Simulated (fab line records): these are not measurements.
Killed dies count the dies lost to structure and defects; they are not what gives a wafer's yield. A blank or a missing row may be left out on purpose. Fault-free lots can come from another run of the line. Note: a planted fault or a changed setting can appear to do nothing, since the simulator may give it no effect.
fab line records	flow n5Finfet
record lots=10	wafers=30	lastDay=17
route steps=1938 shown BEOL_M1@836 BEOL_M2@842 BEOL_M4@1111 PASSIVATION@1936
lots with no fault: from the same line, run without faults
startH: hours from the record's opening day to when the first of the lot's shown wafers began	waitH: how many hours have passed since the lot's step before this one	" as in the row above	L1.1+2: one row covering several wafers at once	- no value, or no start was given	* or withheld: withheld	< > ~ a bound
route shown NAME@n: NAME is a module with steps in the file, n the number in the route of the first one	usual: the fault-free wafers' mean and standard deviation	same: alike in all rows	chamber/n: place in a boat	sites: readings site by site	_std_site: standard deviation of those values	_edge_site: mean of outer sites minus mean of inner sites	radiusMm: for every site, how far away it sits from the centre of the wafer	mask NAME#n: copy n	behind: the last tool/chamber to shape the wafer	hold: cause of the lot's hold/its duration in hours/its outcome	device: whichever transistor did not switch (one of n, p or np)	end of line: at the end of the route, the tests of the same wafers	a step given without rows: its recipe and nothing more	killed: not the wafer's yield, but the dies lost to structure and defects at the first sort	map: a wafer's dies, marking killed ones x, the rest . and places with no die _
set.NAME: the setting the step ran with; set.NAME@STEP: the setting that earlier step ran with	model.NAME: the simulator's own value behind a step, which no gauge read
steps of the route over a sample of lots; a table a step, a row a wafer
services: when a tool's chamber went out of use (startH, in hours from the record's first day, below 0 if earlier), for how many hours, and the reason
## steps
# step N5_BEOL_M1_CO_CAP_55
# recipe material=Co	targetThkA=20	tempC=200	precursor=CCTBA/H2	pressureTorr=30	timeS=102.1
# usual heaterPowerW=233/32
# same timeS=102.1
lot.wafer	tool	chamber	startH	waitH	heaterPowerW
L160.1	cvdCo-02	1	139.27	0.0	229
L160.2	"	0	"	"	249
L160.3	"	2	"	"	213
L161.3	cvdCo-01	0	151.11	0.0	294
L161.4	"	0	"	"	299
L161.6	"	2	"	"	198
L164.2	cvdCo-02	0	154.12	0.0	257
L164.4	"	1	"	"	228
L164.5	"	2	"	"	216
L165.3	cvdCo-01	1	164.99	0.0	201
L165.4	"	0	"	"	287
L165.6	"	1	"	"	209
L167.1	cvdCo-01	1	172.05	0.0	205
L167.2	"	0	"	"	303
L167.5	"	0	"	"	295
L173.1	cvdCo-02	1	217.30	0.0	225
L173.2	"	0	"	"	258
L173.6	"	2	"	"	215
L175.3	cvdCo-01	2	227.24	0.0	205
L175.4	"	2	"	"	200
L175.5	"	0	"	"	296
L177.1	cvdCo-02	0	234.27	0.0	258
L177.3	"	1	"	"	227
L177.4	"	0	"	"	253
L178.2	cvdCo-01	0	244.72	0.0	297
L178.5	"	2	"	"	202
L178.6	"	0	"	"	292
L181.2	cvdCo-01	2	256.70	0.0	197
L181.4	"	2	"	"	197
L181.5	"	0	"	"	304
# step N5_BEOL_M2_THK_MEAS_01
# recipe reads=SiOC_of_BEOL_M2_ILD_DEP_00
# usual M2_ILD_THK=79.5/1.1
lot.wafer	tool	chamber	startH	waitH	M2_ILD_THK[nm]
L160.1	filmMetro-02	-	139.58	0.0	79.3
L160.2	"	-	"	"	78.9
L160.3	"	-	"	"	78.9
L161.3	filmMetro-01	-	151.42	0.1	79.1
L161.4	"	-	"	"	80.0
L161.6	"	-	"	"	79.8
L164.2	filmMetro-01	-	154.46	0.1	78.4
L164.4	"	-	"	"	80.0
L164.5	"	-	"	"	80.1
L165.3	filmMetro-01	-	165.33	0.1	79.4
L165.4	"	-	"	"	80.8
L165.6	"	-	"	"	81.1
L167.1	filmMetro-01	-	172.36	0.0	78.6
L167.2	"	-	"	"	79.7
L167.5	"	-	"	"	80.8
L173.1	filmMetro-02	-	217.63	0.1	77.8
L173.2	"	-	"	"	76.3
L173.6	"	-	"	"	78.9
L175.3	filmMetro-01	-	227.56	0.1	78.6
L175.4	"	-	"	"	80.3
L175.5	"	-	"	"	79.2
L177.1	filmMetro-01	-	234.58	0.0	77.9
L177.3	"	-	"	"	78.9
L177.4	"	-	"	"	79.5
L178.2	filmMetro-01	-	245.04	0.1	79.2
L178.5	"	-	"	"	81.7
L178.6	"	-	"	"	81.4
L181.2	filmMetro-01	-	257.01	0.1	78.5
L181.4	"	-	"	"	80.7
L181.5	"	-	"	"	80.3
# step N5_BEOL_M2_EXPOSE_08
# recipe maskId=M2	na=0.33	sourceShape=dipole	sigmaInner=0.369	sigmaOuter=0.767	polarization=unpolarized	doseMj=41.25
# usual focusOffsetNm=0.0/0.55
# same dipoleOpeningDeg=79.7	sigmaInner=0.369
lot.wafer	tool	chamber	startH	waitH	mask	focusOffsetNm
L160.1	euvScanner-02	0	141.11	-	M2#0	0.1
L160.2	"	0	"	"	M2#0	0.3
L160.3	"	0	"	"	M2#0	0.8
L161.3	euvScanner-02	0	153.72	-	M2#0	-0.4
L161.4	"	0	"	"	M2#0	-1.0
L161.6	"	0	"	"	M2#0	-0.9
L164.2	euvScanner-01	0	154.95	-	M2#0	0.0
L164.4	"	0	"	"	M2#0	0.9
L164.5	"	0	"	"	M2#0	-0.5
L165.3	euvScanner-01	0	168.22	-	M2#0	0.0
L165.4	"	0	"	"	M2#0	-0.5
L165.6	"	0	"	"	M2#0	-0.4
L167.1	euvScanner-01	0	173.63	-	M2#0	-0.1
L167.2	"	0	"	"	M2#0	-0.4
L167.5	"	0	"	"	M2#0	0.0
L173.1	euvScanner-02	0	218.47	-	M2#0	0.2
L173.2	"	0	"	"	M2#0	1.2
L173.6	"	0	"	"	M2#0	0.0
L175.3	euvScanner-02	0	228.11	-	M2#0	0.5
L175.4	"	0	"	"	M2#0	-0.7
L175.5	"	0	"	"	M2#0	0.9
L177.1	euvScanner-02	0	235.09	-	M2#0	0.5
L177.3	"	0	"	"	M2#0	0.5
L177.4	"	0	"	"	M2#0	0.1
L178.2	euvScanner-02	0	245.82	-	M2#0	0.9
L178.5	"	0	"	"	M2#0	0.1
L178.6	"	0	"	"	M2#0	-0.1
L181.2	euvScanner-01	0	261.94	-	M2#0	0.1
L181.4	"	0	"	"	M2#0	0.5
L181.5	"	0	"	"	M2#0	0.5
# step N5_BEOL_M2_OVL_MEAS_12
# recipe pointsPerWafer=522
# usual M2_OVL=-0.1/0.64
lot.wafer	tool	chamber	startH	waitH	M2_OVL[nm]
L160.1	overlay-01	0	141.27	0.0	-0.1
L160.2	"	0	"	"	0.0
L160.3	"	0	"	"	-0.4
L161.3	overlay-02	0	153.88	0.0	-0.2
L161.4	"	0	"	"	-0.2
L161.6	"	0	"	"	0.5
L164.2	overlay-01	0	155.11	0.0	-0.5
L164.4	"	0	"	"	-0.4
L164.5	"	0	"	"	-1.4
L165.3	overlay-02	0	168.38	0.0	0.3
L165.4	"	0	"	"	0.1
L165.6	"	0	"	"	0.5
L167.1	overlay-01	0	173.79	0.0	0.4
L167.2	"	0	"	"	1.0
L167.5	"	0	"	"	0.0
L173.1	overlay-01	0	218.63	0.0	0.2
L173.2	"	0	"	"	0.3
L173.6	"	0	"	"	0.5
L175.3	overlay-02	0	228.27	0.0	0.0
L175.4	"	0	"	"	-0.2
L175.5	"	0	"	"	0.0
L177.1	overlay-01	0	235.25	0.0	4.4
L177.3	"	0	"	"	3.8
L177.4	"	0	"	"	5.5
L178.2	overlay-02	0	245.99	0.0	3.8
L178.5	"	0	"	"	3.2
L178.6	"	0	"	"	3.4
L181.2	overlay-01	0	262.10	0.0	0.6
L181.4	"	0	"	"	0.0
L181.5	"	0	"	"	0.4
# step N5_BEOL_M2_INSPECT_13
# recipe mode=adi	inspectInstrument=brightfield
# usual rawDefectCount=446/120
lot.wafer	tool	chamber	startH	waitH	rawDefectCount
L160.1	defectInspect-02	-	141.33	0.1	470
L160.2	"	-	"	"	324
L160.3	"	-	"	"	543
L161.3	defectInspect-02	-	153.93	0.0	179
L161.4	"	-	"	"	228
L161.6	"	-	"	"	299
L164.2	defectInspect-01	-	155.16	0.0	597
L164.4	"	-	"	"	460
L164.5	"	-	"	"	738
L165.3	defectInspect-01	-	168.42	0.0	603
L165.4	"	-	"	"	531
L165.6	"	-	"	"	554
L167.1	defectInspect-01	-	173.85	0.1	543
L167.2	"	-	"	"	620
L167.5	"	-	"	"	802
L173.1	defectInspect-01	-	218.69	0.1	561
L173.2	"	-	"	"	526
L173.6	"	-	"	"	471
L175.3	defectInspect-02	-	228.32	0.0	473
L175.4	"	-	"	"	497
L175.5	"	-	"	"	459
L177.1	defectInspect-02	-	235.31	0.1	480
L177.3	"	-	"	"	418
L177.4	"	-	"	"	351
L178.2	defectInspect-02	-	246.04	0.1	250
L178.5	"	-	"	"	224
L178.6	"	-	"	"	310
L181.2	defectInspect-02	-	262.16	0.0	299
L181.4	"	-	"	"	353
L181.5	"	-	"	"	312
# step N5_BEOL_M4_RC_MEAS_101
# usual DIBL_N=36.9/1.7	DIBL_P=36.7/2.1	IOFF_N=0.17/0.032	IOFF_P=0.22/0.036	ION_N=674/12	ION_P=461/7	SS_N=71.7/0.6	SS_P=73.4/0.67	VT_N=249/3.1	VT_P=-250/3.2
lot.wafer	tool	chamber	startH	waitH	DIBL_N[mV/V]	DIBL_P[mV/V]	IOFF_N[nA/um]	IOFF_P[nA/um]	ION_N[uA/um]	ION_P[uA/um]	SS_N[mV/dec]	SS_P[mV/dec]	VT_N[mV]	VT_P[mV]
L160.1	prober-01	0	169.52	0.0	35.5	35.5	0.14	0.18	657	448	71.7	72.8	253	-254
L160.2	"	0	"	"	36.4	36.6	0.15	0.20	674	464	71.3	73.2	254	-251
L160.3	"	0	"	"	35.7	34.9	0.14	0.18	666	456	70.9	73.1	250	-251
L161.3	prober-02	0	192.31	0.3	37.7	37.5	0.18	0.22	674	463	71.6	73.8	250	-249
L161.4	"	0	"	"	36.5	35.6	0.16	0.19	666	456	71.3	73.2	250	-252
L161.6	"	0	"	"	36.5	36.0	0.16	0.19	676	453	71.7	73.5	250	-252
L164.2	prober-02	0	195.54	0.2	37.5	38.3	0.17	0.21	668	460	71.6	73.6	250	-252
L164.4	"	0	"	"	40.4	42.5	0.24	0.28	691	463	72.7	75.5	242	-248
L164.5	"	0	"	"	37.1	38.5	0.16	0.21	678	461	72.3	73.6	250	-251
L165.3	prober-02	0	197.64	0.4	38.0	40.4	0.20	0.27	687	469	72.1	73.6	244	-246
L165.4	"	0	"	"	35.7	36.3	0.16	0.20	670	464	71.7	72.8	248	-251
L165.6	"	0	"	"	37.3	39.3	0.18	0.26	671	463	72.3	73.7	248	-248
L167.1	prober-01	0	200.16	0.0	36.3	36.9	0.17	0.23	685	471	71.0	73.6	245	-246
L167.2	"	0	"	"	35.7	35.5	0.14	0.21	662	460	71.5	73.7	250	-250
L167.5	"	0	"	"	37.0	37.6	0.17	0.25	676	467	71.1	72.9	248	-246
L173.1	prober-02	0	249.66	0.0	34.9	35.1	0.13	0.16	673	455	70.6	73.0	251	-256
L173.2	"	0	"	"	35.7	34.9	0.14	0.16	672	454	71.3	73.2	253	-256
L173.6	"	0	"	"	36.9	37.2	0.17	0.19	686	459	71.6	74.1	250	-251
L175.3	prober-01	0	257.39	0.3	37.3	36.8	0.18	0.24	676	465	71.6	73.5	246	-248
L175.4	"	0	"	"	37.9	35.9	0.20	0.23	685	468	71.9	73.4	246	-250
L175.5	"	0	"	"	37.8	35.7	0.18	0.22	681	466	71.8	72.5	247	-250
L177.1	prober-02	0	270.93	0.0	38.5	38.0	0.19	0.24	676	466	71.9	73.7	248	-249
L177.3	"	0	"	"	35.0	34.8	0.13	0.20	654	458	71.2	72.8	252	-252
L177.4	"	0	"	"	32.8	32.0	0.11	0.16	660	455	70.6	72.6	253	-255
L178.2	prober-02	0	279.27	0.2	36.3	35.0	0.17	0.26	681	470	71.5	72.7	247	-245
L178.5	"	0	"	"	34.8	33.8	0.13	0.23	668	469	71.8	72.6	254	-245
L178.6	"	0	"	"	37.2	35.8	0.18	0.26	681	471	71.3	73.8	247	-245
L181.2	prober-02	0	293.19	0.2	35.5	34.9	0.14	0.19	673	462	72.0	73.8	254	-250
L181.4	"	0	"	"	32.0	30.8	0.10	0.14	651	452	69.8	72.5	255	-255
L181.5	"	0	"	"	35.6	34.9	0.14	0.20	667	462	71.3	73.7	255	-251
# step N5_PASSIVATION_PROBE_49
# usual defectLimitedYield=91.7/1.5	killed_at_M0_to_M3=32/9.6	killed_at_M4_up=13/5.3	killedAtContacts=12/6.8	killedAtFrontEnd=36/9.8	killedAtOther=4/3.1	killedDies=98/17	killedOpen=65/13	killedShort=32/8.5	sort_bin_5_function=4.9/0.93	sort_bin_6_memory=3.2/0.67	sortNPass=1082/17	sortYieldPct=91.7/1.4
# same grossDies=1180	killedAtBackSide=0	sort_bin_4_leakage[%]=0	sort_bin_8_speed[%]=0
lot.wafer	tool	chamber	startH	waitH	defectLimitedYield[%]	killed_at_M0_to_M3	killed_at_M4_up	killedAtContacts	killedAtFrontEnd	killedAtOther	killedDies	killedOpen	killedShort	sort_bin_5_function[%]	sort_bin_6_memory[%]	sortNPass	sortYieldPct[%]
L161.3	prober-02	-	288.37	0.1	92.3	50	7	9	21	4	91	54	36	4.4	3.1	1089	92.3
L161.4	prober-02	-	288.42	0.2	91.9	39	8	10	35	4	96	64	32	4.6	3.2	1084	91.9
L161.6	prober-02	-	288.52	0.3	92.7	37	12	4	27	6	86	50	35	3.8	3.2	1094	92.7
L164.2	prober-01	-	293.20	0.1	89.7	46	16	14	41	4	121	82	38	5.3	4.6	1059	89.7
L164.4	prober-01	-	293.30	0.2	90.5	31	14	7	54	6	112	80	31	5.3	3.9	1068	90.5
L164.5	prober-01	-	293.35	0.2	91.7	36	13	16	31	2	98	65	31	5.1	3.0	1082	91.7
L173.1	prober-02	-	351.38	0.0	90.2	38	29	14	35	0	116	76	33	6.1	2.9	1064	90.2
L173.2	prober-02	-	351.43	0.1	92.2	27	21	3	40	1	92	62	28	4.7	2.9	1088	92.2
L173.6	prober-02	-	351.63	0.3	94.3	24	15	1	22	5	67	48	17	3.6	2.0	1113	94.3
L178.2	prober-01	-	386.76	0.1	91.1	15	9	33	45	3	105	63	40	5.5	3.0	1075	91.1
L178.5	prober-01	-	386.91	0.2	90.8	18	12	21	54	4	109	78	26	5.0	4.2	1071	90.8
L178.6	prober-01	-	386.96	0.3	93.7	17	7	11	34	5	74	49	21	3.5	2.7	1106	93.7
# killed by level:class
L161.3 BEOL_M0_SAQP:geometricParticle:open=12 BEOL_M0_SAQP:geometricParticle:short=10 BEOL_M2:geometricParticle:open=9 MOL_CONTACT_COAG:geometricParticle:open=6 BEOL_M3:geometricParticle:open=6 BEOL_M0:geometricParticle:short=5 FIN_SAQP:geometricParticle:short=4 DUMMY_GATE:geometricParticle:open=3
L161.4 DUMMY_GATE:geometricParticle:open=13 MOL_CONTACT_COAG:geometricParticle:open=8 FIN_SAQP:geometricParticle:short=7 BEOL_M2:geometricParticle:open=7 BEOL_M3:geometricParticle:open=7 BEOL_M1:geometricParticle:short=6 BEOL_M1:geometricParticle:open=6 BEOL_M0_SAQP:geometricParticle:open=5
L161.6 BEOL_M0_SAQP:geometricParticle:short=14 BEOL_M0_SAQP:geometricParticle:open=11 FIN_SAQP:geometricParticle:short=4 BEOL_M2:geometricParticle:open=4 BEOL_M4:geometricParticle:open=4 FIN_SAQP:geometricParticle:open=3 STI_FIN_REVEAL:geometricParticle:open=3 DUMMY_GATE:geometricParticle:open=3
L164.2 BEOL_M2:geometricParticle:open=15 GATE_CUT:geometricParticle:short=11 MOL_CONTACT_COAG:geometricParticle:open=11 BEOL_M3:geometricParticle:open=9 BEOL_M1:geometricParticle:open=8 FIN_SAQP:geometricParticle:open=4 FIN_CUT:geometricParticle:short=4 GATE_CUT:geometricParticle:open=4
L164.4 FIN_SAQP:geometricParticle:open=15 BEOL_M3:geometricParticle:open=10 GATE_CUT:geometricParticle:short=9 BEOL_M2:geometricParticle:open=9 FIN_SAQP:geometricParticle:short=8 BEOL_M4:geometricParticle:open=6 BEOL_M5:geometricParticle:open=5 STI_FIN_REVEAL:geometricParticle:open=5
L164.5 MOL_CONTACT_COAG:geometricParticle:open=13 BEOL_M2:geometricParticle:open=9 FIN_SAQP:geometricParticle:open=8 BEOL_M4:geometricParticle:open=8 FIN_SAQP:geometricParticle:short=6 BEOL_M3:geometricParticle:short=5 BEOL_M3:geometricParticle:open=5 STARTING-WAFER:geometricParticle:open=5
L173.1 BEOL_M4:geometricParticle:open=16 MOL_CONTACT_COAG:geometricParticle:open=12 BEOL_M3:geometricParticle:open=10 FIN_SAQP:geometricParticle:open=7 BEOL_M0_SAQP:geometricParticle:short=6 BEOL_M1:geometricParticle:open=5 BEOL_M2:geometricParticle:open=5 HKMG_FIN:areaEtch=5
L173.2 FIN_SAQP:geometricParticle:short=11 BEOL_M3:geometricParticle:open=10 FIN_SAQP:geometricParticle:open=8 DUMMY_GATE:geometricParticle:open=7 BEOL_M0_SAQP:geometricParticle:short=6 BEOL_M7:geometricParticle:open=5 BEOL_M1:geometricParticle:open=5 BEOL_M4:geometricParticle:open=4
L173.6 BEOL_M3:geometricParticle:open=6 BEOL_M0_SAQP:geometricParticle:open=5 FIN_SAQP:geometricParticle:open=4 GATE_CUT:geometricParticle:short=4 BEOL_M0:geometricParticle:open=4 BEOL_M2:geometricParticle:open=4 BEOL_M4:geometricParticle:open=4 FIN_SAQP:geometricParticle:short=3
L178.2 MOL_CONTACT_COAG:geometricParticle:open=26 STI_FIN_REVEAL:geometricParticle:open=11 FIN_SAQP:geometricParticle:short=7 MOL_CONTACT_COAG:geometricParticle:short=7 BEOL_M4:geometricParticle:open=6 BEOL_M0_SAQP:geometricParticle:open=5 BEOL_M0_SAQP:geometricParticle:short=5 FIN_SAQP:geometricParticle:open=4
L178.5 STI_FIN_REVEAL:geometricParticle:open=22 MOL_CONTACT_COAG:geometricParticle:open=17 GATE_CUT:geometricParticle:short=9 STI_FIN_REVEAL:geometricParticle:short=7 BEOL_M4:geometricParticle:open=6 BEOL_M2:geometricParticle:open=5 BEOL_M3:geometricParticle:open=4 BEOL_M1:geometricParticle:open=4
L178.6 STI_FIN_REVEAL:geometricParticle:open=11 MOL_CONTACT_COAG:geometricParticle:open=8 BEOL_M3:geometricParticle:open=5 BEOL_M4:geometricParticle:open=4 GATE_CUT:geometricParticle:open=3 BEOL_M1:geometricParticle:open=3 STARTING-WAFER:geometricParticle:short=3 STI_FIN_REVEAL:geometricParticle:short=2
## services
tool	chamber	startH	hours	kind
euvScanner-02	-	124.93	-	calibration
euvScanner-02	-	131.15	0.8	repair
euvScanner-01	-	145.52	1.0	pm
euvScanner-02	-	154.26	1.0	pm
euvScanner-02	0	169.02	-	calibration
euvScanner-02	-	195.97	4.6	repair
euvScanner-01	-	201.67	1.0	pm
euvScanner-02	-	210.41	1.0	pm
euvScanner-02	-	240.17	4.6	pm
euvScanner-01	-	257.82	1.0	pm
## key
firstSign step=N5_BEOL_M2_OVL_MEAS_12	reading=M2_OVL	direction=up	sigmas=6.4	usual=-0.1	struck=4.0
effect none on later readings
metAt N5_BEOL_M2_EXPOSE_08
struckLots L177,L178
notActingAt N5_BEOL_M1_CO_CAP_55,N5_BEOL_M2_THK_MEAS_01,N5_BEOL_M2_INSPECT_13
onsetBetween 228.11 235.09
fault kind=scannerMatchingOverlay	tool=euvScanner-02	chamber=-	onsetH=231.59	steps=N5_BEOL_M2_EXPOSE_08	offset=3.9442
